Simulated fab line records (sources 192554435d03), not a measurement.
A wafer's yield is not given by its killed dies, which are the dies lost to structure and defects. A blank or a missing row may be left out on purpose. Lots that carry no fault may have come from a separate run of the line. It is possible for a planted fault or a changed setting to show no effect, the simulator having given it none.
fab line records	flow n5-finfet
[record] lots = 7	wafers = 39
route steps=1938 shown BEOL_M8@1344 BEOL_M14@1716
start-h: the number of hours between the record's first day and the start of the first shown wafer of the lot	wait-h: hours since the lot's step before	" the same as in the row above	L1.1+2: a row that stands for several wafers	- no value, or no start given	* or withheld: withheld	< > ~ a bound
route shown NAME@n: NAME is a module with steps in the file, n the number in the route of the first one	usual: average and standard deviation across the fault-free wafers	same: alike in all rows	chamber/n: place in a boat	sites: readings site by site	_std_site: the standard deviation of these	_edge_site: outer sites' mean less inner sites'	radius-mm: for every site, how far away it sits from the centre of the wafer	mask NAME#n: copy n	behind: the most recent tool/chamber to have shaped the wafer	hold: cause of the lot's hold/its duration in hours/its outcome	device: names the non-switching transistor (n, p or np)	end of line: the tests these same wafers got at the end of their route	a step without rows: its recipe alone	killed: dies lost to structure and defects at the first sort, not the wafer's yield	map: shows each die of a wafer: x if killed, . if not, _ if none is there
set.NAME: setting as actually run; set.NAME@STEP: the setting as run at that earlier step	model.NAME: the simulator's own value behind a step, which no gauge read
lots with deliberately changed settings; one table per step, one row per wafer
[[steps]]
[step N5_BEOL_M8_DEVELOP_10]
[recipe] develop-time-s = 30	developer = TMAH	resist = CAR-ArF	rinse-liquid = diw	dry = air-spin	dev-temp-c = 23
lot.wafer	tool	chamber	start-h	wait-h	set.develop-time-s
L074.1+4+5	litho-track-03	0	-	-	30
L074.2+3+6	"	0	"	"	21.92
L077.1+5+6	litho-track-03	0	-	-	30
L077.2+3+4	"	0	"	"	17.24
L083.4+5+6	litho-track-03	0	-	-	30
L086.1+2+3+4+5+6	litho-track-05	0	-	-	30
L091.1+4+6	litho-track-03	0	-	-	30
L091.2+3+5	"	0	"	"	25.26
L090.1+3+6	litho-track-03	0	-	-	13.95
L090.2+4+5	"	0	"	"	30
L095.1+3+5	litho-track-02	0	-	-	15.33
L095.2+4+6	"	0	"	"	30
[step N5_BEOL_M8_CD_MEAS_11]
[recipe] target-cd-nm = 38.5	landing-energy-ev = 500	detector = se-inlens	polarity = opening
[usual] cd-nm = 38.9/0.53
lot.wafer	tool	chamber	start-h	wait-h	set.develop-time-s@BEOL_M8_DEVELOP_10	cd-nm
L074.1	cd-sem-01	0	204.47	-	30	38.3
L074.2	"	0	"	"	21.92	37.4
L074.3	"	0	"	"	21.92	38.3
L074.4	"	0	"	"	30	38.7
L074.5	"	0	"	"	30	39.1
L074.6	"	0	"	"	21.92	37.8
L077.1	cd-sem-02	0	219.86	-	30	39.7
L077.2	"	0	"	"	17.24	36.4
L077.3	"	0	"	"	17.24	35.9
L077.4	"	0	"	"	17.24	36.3
L077.5	"	0	"	"	30	38.5
L077.6	"	0	"	"	30	39.0
L083.4	cd-sem-03	0	274.34	-	30	38.8
L083.5	"	0	"	"	30	39.2
L083.6	"	0	"	"	30	38.1
L086.1	cd-sem-01	0	295.79	-	30	39.2
L086.2	"	0	"	"	30	38.5
L086.3	"	0	"	"	30	38.6
L086.4	"	0	"	"	30	38.6
L086.5	"	0	"	"	30	39.2
L086.6	"	0	"	"	30	38.8
L091.1	cd-sem-03	0	323.32	-	30	38.7
L091.2	"	0	"	"	25.26	37.5
L091.3	"	0	"	"	25.26	37.9
L091.4	"	0	"	"	30	38.7
L091.5	"	0	"	"	25.26	37.6
L091.6	"	0	"	"	30	39.3
L090.1	cd-sem-02	0	337.13	-	13.95	36.3
L090.2	"	0	"	"	30	39.0
L090.3	"	0	"	"	13.95	36.4
L090.4	"	0	"	"	30	39.0
L090.5	"	0	"	"	30	39.0
L090.6	"	0	"	"	13.95	36.5
L095.1	cd-sem-03	0	352.06	-	15.33	36.8
L095.2	"	0	"	"	30	39.6
L095.3	"	0	"	"	15.33	36.3
L095.4	"	0	"	"	30	39.7
L095.5	"	0	"	"	15.33	37.3
L095.6	"	0	"	"	30	39.5
[step N5_BEOL_M8_DESCUM_16]
[recipe] chemistry = O2	time-s = 7.9	source-power-w = 50	bias-power-w = 20	pressure-mtorr = 20	rf-frequency-hz = 2.712e+07	temp-c = 40	resist = CAR-ArF	o2-flow-sccm = 225
[step N5_BEOL_M8_ETCH_61]
[recipe] chemistry = CF4	target = SiARC	target-depth-a = 455	mask-material = CAR-ArF	time-s = 75.8	ion-energy-ev = 80	pressure-mtorr = 40	source-w = 545	bias-w = 36	Ar_flow_sccm = 100	cf4-flow-sccm = 100	ends = cleared
lot.wafer	tool	chamber	start-h	wait-h	set.develop-time-s@BEOL_M8_DEVELOP_10	model.BEOL_M8.cd-offset-nm
L074.1+4+5	rie-diel-05	1,3,0	204.60	0.0	30	0.4
L074.2	"	2	"	"	21.92	-0.8
L074.3	"	0	"	"	21.92	-0.6
L074.6	"	3	"	"	21.92	-1.2
L077.1	rie-diel-06	2	219.99	0.0	30	0.4
L077.2+3	"	0,1	"	"	17.24	-2.4
L077.4	"	3	"	"	17.24	-2
L077.5	"	0	"	"	30	0
L077.6	"	1	"	"	30	0.2
L083.4	rie-diel-06	1	274.46	0.0	30	0
L083.5	"	1	"	"	30	0.4
L083.6	"	0	"	"	30	-0.2
L086.1+4	rie-diel-05	3,2	296.02	0.0	30	0.6
L086.2+3+6	"	0,1,1	"	"	30	0.4
L086.5	"	2	"	"	30	1
L091.1	rie-diel-06	0	323.44	0.0	30	0.2
L091.2	"	1	"	"	25.26	-1
L091.3+5	"	3,1	"	"	25.26	-0.4
L091.4	"	3	"	"	30	0.4
L091.6	"	0	"	"	30	1
L090.1+3+6	rie-diel-06	1,0,2	337.64	0.0	13.95	-2.2
L090.2+5	"	2,1	"	"	30	0.4
L090.4	"	3	"	"	30	0.6
L095.1	rie-diel-02	0	352.34	0.0	15.33	-1.8
L095.2	"	2	"	"	30	1
L095.3	"	3	"	"	15.33	-2.4
L095.4	"	1	"	"	30	0.8
L095.5	"	1	"	"	15.33	-1.2
L095.6	"	2	"	"	30	1.4
[step N5_BEOL_M8_ETCH_62]
[recipe] chemistry = N2/H2	target = SOC	target-depth-a = 1100	overetch-a = 220	mask-material = SiARC	temp-c = 40	time-s = 165	ion-energy-ev = 200	pressure-mtorr = 30	source-w = 840	bias-w = 150	n2-flow-sccm = 200	h2-flow-sccm = 200
lot.wafer	tool	chamber	start-h	wait-h	set.develop-time-s@BEOL_M8_DEVELOP_10	model.BEOL_M8.cd-offset-nm
L074.1+4	rie-diel-05	1,3	204.66	0.0	30	0.4
L074.2	"	2	"	"	21.92	-0.8
L074.3	"	0	"	"	21.92	-0.6
L074.5	"	0	"	"	30	0.2
L074.6	"	3	"	"	21.92	-1.2
L077.1	rie-diel-06	2	220.04	0.0	30	0.4
L077.2+4	"	0,3	"	"	17.24	-2.4
L077.3	"	1	"	"	17.24	-2.6
L077.5	"	0	"	"	30	0
L077.6	"	1	"	"	30	0.2
L083.4	rie-diel-06	1	274.52	0.0	30	0
L083.5	"	1	"	"	30	0.4
L083.6	"	0	"	"	30	-0.2
L086.1	rie-diel-05	3	296.08	0.0	30	0.6
L086.2+3+4	"	0,1,2	"	"	30	0.4
L086.5	"	2	"	"	30	1
L086.6	"	1	"	"	30	0.2
L091.1	rie-diel-06	0	323.50	0.0	30	0.2
L091.2	"	1	"	"	25.26	-1.2
L091.3+5	"	3,1	"	"	25.26	-0.4
L091.4	"	3	"	"	30	0.4
L091.6	"	0	"	"	30	0.8
L090.1+6	rie-diel-06	1,2	337.70	0.0	13.95	-2.6
L090.2	"	2	"	"	30	0.4
L090.3	"	0	"	"	13.95	-2.4
L090.4	"	3	"	"	30	0.6
L090.5	"	1	"	"	30	0.2
L095.1	rie-diel-02	0	352.40	0.0	15.33	-1.8
L095.2	"	2	"	"	30	1
L095.3	"	3	"	"	15.33	-2.2
L095.4	"	1	"	"	30	0.6
L095.5	"	1	"	"	15.33	-1.4
L095.6	"	2	"	"	30	1.2
[step N5_BEOL_M8_STRIP_68]
[recipe] chemistry = N2/H2	temp-c = 40	n2-flow-sccm = 200	h2-flow-sccm = 200	rf-frequency-hz = 6e+07
[step N5_BEOL_M8_STRIP_67]
[recipe] chemistry = CF4	resist = SiARC	power-w = 300	bias-power-w = 75	pressure-mtorr = 50	cf4-flow-sccm = 150	rf-frequency-hz = 6e+07
[step N5_BEOL_M8_HM_OPEN_17]
[recipe] chemistry = Cl2/BCl3	target-depth-a = 200	overetch-a = 60	target = TiN	mask-material = SOC	ion-energy-ev = 150	pressure-mtorr = 10	icp-w = 1000	bias-w = 126	Cl2_flow_sccm = 53.25	bcl3-flow-sccm = 21.75	Ar_flow_sccm = 25
lot.wafer	tool	chamber	start-h	wait-h	set.develop-time-s@BEOL_M8_DEVELOP_10	model.BEOL_M8.cd-offset-nm
L074.1	rie-metal-03	1	204.84	0.0	30	0.6
L074.2	"	0	"	"	21.92	-1
L074.3	"	0	"	"	21.92	-0.8
L074.4	"	1	"	"	30	0.4
L074.5	"	0	"	"	30	0
L074.6	"	1	"	"	21.92	-1.2
L077.1+6	rie-metal-03	0,1	220.23	0.0	30	0.2
L077.2	"	1	"	"	17.24	-2.2
L077.3	"	1	"	"	17.24	-2.4
L077.4	"	0	"	"	17.24	-2.6
L077.5	"	0	"	"	30	0
L083.4	rie-metal-01	0	274.74	0.1	30	0
L083.5	"	0	"	"	30	0.4
L083.6	"	1	"	"	30	-0.2
L086.1	rie-metal-01	1	296.26	0.0	30	0.6
L086.2+3+4	"	0,1,0	"	"	30	0.4
L086.5	"	0	"	"	30	1
L086.6	"	1	"	"	30	0.2
L091.1	rie-metal-01	0	323.68	0.0	30	0
L091.2	"	1	"	"	25.26	-1.2
L091.3+5	"	1,0	"	"	25.26	-0.4
L091.4	"	0	"	"	30	0.2
L091.6	"	1	"	"	30	0.6
L090.1	rie-metal-03	1	337.88	0.0	13.95	-2.4
L090.2	"	0	"	"	30	0.2
L090.3+6	"	0	"	"	13.95	-2.6
L090.4	"	1	"	"	30	0.6
L090.5	"	1	"	"	30	0
L095.1	rie-metal-02	1	352.58	0.0	15.33	-1.8
L095.2	"	0	"	"	30	1.2
L095.3	"	0	"	"	15.33	-2
L095.4	"	1	"	"	30	0.6
L095.5	"	1	"	"	15.33	-1.4
L095.6	"	0	"	"	30	1.6
[step N5_BEOL_M8_STRIP_19]
[recipe] chemistry = O2	power-w = 400	temp-c = 40	pressure-mtorr = 30	rf-frequency-hz = 6e+07	bias-power-w = 0	overash-fraction = 0.2	o2-flow-sccm = 225
[step N5_BEOL_M8_CD_MEAS_18]
[recipe] pitch-nm = 80	target-cd-nm = 40
[usual] cd-nm = 40.2/0.55
lot.wafer	tool	chamber	start-h	wait-h	set.develop-time-s@BEOL_M8_DEVELOP_10	cd-nm
L074.1	cd-sem-03	-	205.02	0.0	30	40.7
L074.2	"	-	"	"	21.92	38.8
L074.3	"	-	"	"	21.92	39.5
L074.4	"	-	"	"	30	40.5
L074.5	"	-	"	"	30	39.9
L074.6	"	-	"	"	21.92	38.6
L077.1	cd-sem-03	-	220.43	0.0	30	40.1
L077.2	"	-	"	"	17.24	37.9
L077.3	"	-	"	"	17.24	37.5
L077.4	"	-	"	"	17.24	37.7
L077.5	"	-	"	"	30	40.1
L077.6	"	-	"	"	30	40.0
L083.4	cd-sem-01	-	274.89	0.1	30	39.7
L083.5	"	-	"	"	30	40.3
L083.6	"	-	"	"	30	39.7
L086.1	cd-sem-01	-	296.44	0.0	30	40.4
L086.2	"	-	"	"	30	40.4
L086.3	"	-	"	"	30	40.4
L086.4	"	-	"	"	30	40.3
L086.5	"	-	"	"	30	40.9
L086.6	"	-	"	"	30	40.2
L091.1	cd-sem-03	-	323.86	0.0	30	39.9
L091.2	"	-	"	"	25.26	38.8
L091.3	"	-	"	"	25.26	39.7
L091.4	"	-	"	"	30	40.2
L091.5	"	-	"	"	25.26	39.5
L091.6	"	-	"	"	30	40.7
L090.1	cd-sem-03	-	338.06	0.0	13.95	36.9
L090.2	"	-	"	"	30	40.1
L090.3	"	-	"	"	13.95	37.2
L090.4	"	-	"	"	30	39.9
L090.5	"	-	"	"	30	39.9
L090.6	"	-	"	"	13.95	37.3
L095.1	cd-sem-02	-	352.77	0.1	15.33	37.9
L095.2	"	-	"	"	30	41.3
L095.3	"	-	"	"	15.33	38.2
L095.4	"	-	"	"	30	40.2
L095.5	"	-	"	"	15.33	38.8
L095.6	"	-	"	"	30	41.4
[step N5_BEOL_M8_COAT_63]
[recipe] resist = SOC	temp-c = 250	time-s = 60	spin-rpm = 1500	resist-thk-nm = 60
[step N5_BEOL_M8_COAT_64]
[recipe] resist = SiARC	temp-c = 220	time-s = 60	spin-rpm = 1500	resist-thk-nm = 12
[step N5_BEOL_M8_PRECLEAN_42]
[recipe] chemistry = residue-remover	time-s = 60	temp-c = 40
[step N5_BEOL_M8_SRD_43]
[recipe] time-s = 30	temp-c = 23	rinse-liquid = diw	dry = ipa-marangoni
[step N5_BEOL_M8_CD_MEAS_35]
[recipe] target-cd-nm = 40	polarity = opening
[usual] cd-nm = 40.2/0.55
lot.wafer	tool	chamber	start-h	wait-h	set.develop-time-s@BEOL_M8_DEVELOP_10	cd-nm
L074.1	cd-sem-02	-	206.17	0.0	30	40.1
L074.2	"	-	"	"	21.92	38.8
L074.3	"	-	"	"	21.92	39.5
L074.4	"	-	"	"	30	39.9
L074.5	"	-	"	"	30	39.9
L074.6	"	-	"	"	21.92	38.9
L077.1	cd-sem-02	-	223.31	0.0	30	40.1
L077.2	"	-	"	"	17.24	37.7
L077.3	"	-	"	"	17.24	37.0
L077.4	"	-	"	"	17.24	37.6
L077.5	"	-	"	"	30	40.2
L077.6	"	-	"	"	30	40.1
L083.4	cd-sem-03	-	275.97	0.0	30	40.0
L083.5	"	-	"	"	30	40.9
L083.6	"	-	"	"	30	39.9
L086.1	cd-sem-01	-	298.93	0.0	30	40.0
L086.2	"	-	"	"	30	41.1
L086.3	"	-	"	"	30	40.9
L086.4	"	-	"	"	30	40.4
L086.5	"	-	"	"	30	41.1
L086.6	"	-	"	"	30	40.2
L091.1	cd-sem-02	-	326.46	0.0	30	40.5
L091.2	"	-	"	"	25.26	39.1
L091.3	"	-	"	"	25.26	39.6
L091.4	"	-	"	"	30	40.1
L091.5	"	-	"	"	25.26	39.6
L091.6	"	-	"	"	30	40.6
L090.1	cd-sem-03	-	340.45	0.0	13.95	37.7
L090.2	"	-	"	"	30	40.2
L090.3	"	-	"	"	13.95	37.6
L090.4	"	-	"	"	30	40.4
L090.5	"	-	"	"	30	39.9
L090.6	"	-	"	"	13.95	37.4
L095.1	cd-sem-02	-	356.07	0.0	15.33	38.1
L095.2	"	-	"	"	30	41.4
L095.3	"	-	"	"	15.33	38.2
L095.4	"	-	"	"	30	40.7
L095.5	"	-	"	"	15.33	38.8
L095.6	"	-	"	"	30	41.7
[step N5_BEOL_M14_ILD_DEP_00]
[recipe] material = SiO2	target-thk-a = 11193	temp-c = 400	precursor = TEOS/O2	pressure-torr = 6.5	rf-w = 900	teos-flow-sccm = 161.4	gas = O2	flow-sccm = 2650	time-s = 237.4
lot.wafer	tool	chamber	start-h	wait-h	set.target-thk-a	model.SiO2_of_BEOL_M14_ILD_DEP_00.thk-nm
L074.1	pecvd-02	1	248.48	0.0	11193	1101
L074.2	"	0	"	"	9094	903.8
L074.3	"	2	"	"	11193	1105
L074.4	"	1	"	"	11193	1118
L074.5	"	2	"	"	9094	923
L074.6	"	0	"	"	9094	919.6
L077.1	pecvd-03	1	261.97	0.0	11193	1119
L077.2	"	0	"	"	11193	1096
L077.3	"	2	"	"	11193	1126
L077.4+6	"	1,0	"	"	11193	1129
L077.5	"	2	"	"	11193	1138
L083.4	pecvd-02	0	314.78	0.1	11193	1135
L083.5	"	2	"	"	11193	1138
L083.6	"	1	"	"	11193	1121
L086.1	pecvd-02	0	341.61	0.0	17200	1699
L086.2	"	2	"	"	17200	1716
L086.3	"	1	"	"	11193	1099
L086.4	"	2	"	"	11193	1136
L086.5	"	1	"	"	11193	1120
L086.6	"	0	"	"	17200	1736
L091.1	pecvd-01	0	366.24	0.0	11193	1111
L091.2	"	2	"	"	11193	1119
L091.3	"	1	"	"	4861	488.6
L091.4	"	0	"	"	4861	490.2
L091.5	"	1	"	"	11193	1133
L091.6	"	2	"	"	4861	492
L090.1	pecvd-01	2	381.10	0.0	11193	1122
L090.2	"	1	"	"	8529	831
L090.3	"	0	"	"	8529	832.8
L090.4	"	0	"	"	11193	1107
L090.5	"	2	"	"	11193	1133
L090.6	"	1	"	"	8529	873.8
L095.1	pecvd-03	2	402.37	0.0	11193	1148
L095.2	"	1	"	"	11193	1118
L095.3	"	0	"	"	11193	1142
L095.4	"	2	"	"	11193	1156
L095.5	"	1	"	"	11193	1133
L095.6	"	0	"	"	11193	1154
[step N5_BEOL_M14_THK_MEAS_01]
[recipe] reads = SiO2_of_BEOL_M14_ILD_DEP_00
[usual] M14_ILD_THK = 1125/15
lot.wafer	tool	chamber	start-h	wait-h	set.target-thk-a@BEOL_M14_ILD_DEP_00	M14_ILD_THK[nm]
L074.1	film-metro-02	-	248.67	0.1	11193	1102
L074.2	"	-	"	"	9094	904
L074.3	"	-	"	"	11193	1104
L074.4	"	-	"	"	11193	1118
L074.5	"	-	"	"	9094	923
L074.6	"	-	"	"	9094	920
L077.1	film-metro-01	-	262.16	0.1	11193	1120
L077.2	"	-	"	"	11193	1097
L077.3	"	-	"	"	11193	1126
L077.4	"	-	"	"	11193	1129
L077.5	"	-	"	"	11193	1138
L077.6	"	-	"	"	11193	1129
L083.4	film-metro-01	-	314.89	0.0	11193	1135
L083.5	"	-	"	"	11193	1138
L083.6	"	-	"	"	11193	1121
L086.1	film-metro-01	-	341.80	0.1	17200	1700
L086.2	"	-	"	"	17200	1717
L086.3	"	-	"	"	11193	1099
L086.4	"	-	"	"	11193	1136
L086.5	"	-	"	"	11193	1121
L086.6	"	-	"	"	17200	1736
L091.1	film-metro-02	-	366.43	0.1	11193	1112
L091.2	"	-	"	"	11193	1119
L091.3	"	-	"	"	4861	489
L091.4	"	-	"	"	4861	490
L091.5	"	-	"	"	11193	1133
L091.6	"	-	"	"	4861	492
L090.1	film-metro-01	-	381.29	0.1	11193	1121
L090.2	"	-	"	"	8529	831
L090.3	"	-	"	"	8529	833
L090.4	"	-	"	"	11193	1107
L090.5	"	-	"	"	11193	1134
L090.6	"	-	"	"	8529	873
L095.1	film-metro-02	-	402.56	0.1	11193	1148
L095.2	"	-	"	"	11193	1119
L095.3	"	-	"	"	11193	1143
L095.4	"	-	"	"	11193	1156
L095.5	"	-	"	"	11193	1134
L095.6	"	-	"	"	11193	1154
[step N5_BEOL_M14_COAT_58]
[recipe] resist = BARC	temp-c = 205	time-s = 60	spin-rpm = 1500	resist-thk-nm = 89
[step N5_BEOL_M14_COAT_04]
[recipe] spin-rpm = 1704	resist-thk-nm = 800
[step N5_BEOL_M14_DESCUM_15]
[recipe] chemistry = O2	time-s = 7.9	source-power-w = 50	bias-power-w = 20	pressure-mtorr = 20	rf-frequency-hz = 2.712e+07	temp-c = 40	o2-flow-sccm = 225
[step N5_BEOL_M14_ETCH_59]
[recipe] chemistry = N2/H2	target = BARC	target-depth-a = 890	overetch-a = 267	time-s = 67.9	ion-energy-ev = 200	pressure-mtorr = 30	source-w = 840	bias-w = 150	n2-flow-sccm = 200	h2-flow-sccm = 200
[step N5_BEOL_M14_VIA_ETCH_16]
[recipe] chemistry = C4F8/O2/Ar	target = SiO2	he-inner-torr = 15	he-outer-torr = 30	target-depth-a = 12313	time-s = withheld	ion-energy-ev = 800	pressure-mtorr = 20	source-w = 1905	bias-w = 2040	Ar_flow_sccm = 400	C4F8_flow_sccm = 16	O2_flow_sccm = 12	ends = cleared
lot.wafer	tool	chamber	start-h	wait-h	set.target-thk-a@BEOL_M14_ILD_DEP_00	model.etch.depth-nm	model.coat_of_BEOL_M14_COAT_04.thk-nm
L074.1	rie-diel-06	3	249.76	0.0	11193	1101	458.6
L074.2	"	1	"	"	9094	903.9	502.2
L074.3	"	0	"	"	11193	1105	465.2
L074.4	"	2	"	"	11193	1118	456.8
L074.5	"	3	"	"	9094	923	501
L074.6	"	0	"	"	9094	919.6	508.4
L077.1	rie-diel-05	1	262.64	0.0	11193	1119	458
L077.2	"	3	"	"	11193	1096	461.8
L077.3	"	2	"	"	11193	1126	451.6
L077.4	"	0	"	"	11193	1129	453.4
L077.5	"	1	"	"	11193	1138	456.8
L077.6	"	2	"	"	11193	1129	450
L083.4	rie-diel-06	0	315.59	0.1	11193	1135	453.8
L083.5	"	1	"	"	11193	1138	444.8
L083.6	"	3	"	"	11193	1121	450.8
L086.1	rie-diel-05	0	342.41	0.0	17200	1699	315.6
L086.2	"	3	"	"	17200	1716	316.8
L086.3	"	2	"	"	11193	1099	457.2
L086.4	"	1	"	"	11193	1136	452.6
L086.5	"	1	"	"	11193	1120	457.2
L086.6	"	2	"	"	17200	1736	302.8
L091.1	rie-diel-06	3	367.04	0.0	11193	1111	454.8
L091.2	"	0	"	"	11193	1119	459.2
L091.3	"	2	"	"	4861	488.5	603.4
L091.4	"	0	"	"	4861	490.1	606
L091.5	"	3	"	"	11193	1133	447.6
L091.6	"	2	"	"	4861	491.9	603
L090.1	rie-diel-05	1	381.84	0.0	11193	1122	460
L090.2	"	3	"	"	8529	830.9	527.6
L090.3	"	2	"	"	8529	832.8	517.4
L090.4	"	0	"	"	11193	1107	459
L090.5	"	3	"	"	11193	1133	455
L090.6	"	2	"	"	8529	873.8	511.6
L095.1	rie-diel-02	1	403.04	0.0	11193	1148	453.8
L095.2	"	3	"	"	11193	1118	445
L095.3	"	2	"	"	11193	1142	448
L095.4	"	2	"	"	11193	1156	443
L095.5	"	3	"	"	11193	1133	444.6
L095.6	"	1	"	"	11193	1154	453
[[key]]
[split] step = N5_BEOL_M8_DEVELOP_10	setting = develop-time-s	stated = 30	by = wafer
[response] step = N5_BEOL_M8_CD_MEAS_11	reading = cd-nm	change = +0.0548	per = 1%	r = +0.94
[response] step = N5_BEOL_M8_ETCH_61	reading = model.BEOL_M8.cd-offset-nm	change = +0.0547	per = 1%	r = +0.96
[response] step = N5_BEOL_M8_ETCH_62	reading = model.BEOL_M8.cd-offset-nm	change = +0.0565	per = 1%	r = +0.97
[response] step = N5_BEOL_M8_HM_OPEN_17	reading = model.BEOL_M8.cd-offset-nm	change = +0.0558	per = 1%	r = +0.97
[response] step = N5_BEOL_M8_CD_MEAS_18	reading = cd-nm	change = +0.0542	per = 1%	r = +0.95
[response] step = N5_BEOL_M8_CD_MEAS_35	reading = cd-nm	change = +0.0542	per = 1%	r = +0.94
[split] step = N5_BEOL_M14_ILD_DEP_00	setting = target-thk-a	stated = 11193	by = wafer
[response] step = N5_BEOL_M14_ILD_DEP_00	reading = model.SiO2_of_BEOL_M14_ILD_DEP_00.thk-nm	change = +11.1	per = 1%	r = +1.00
[response] step = N5_BEOL_M14_THK_MEAS_01	reading = M14_ILD_THK	change = +11.1	per = 1%	r = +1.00
[response] step = N5_BEOL_M14_VIA_ETCH_16	reading = model.etch.depth-nm	change = +11.1	per = 1%	r = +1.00
[response] step = N5_BEOL_M14_VIA_ETCH_16	reading = model.coat_of_BEOL_M14_COAT_04.thk-nm	change = -2.64	per = 1%	r = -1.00
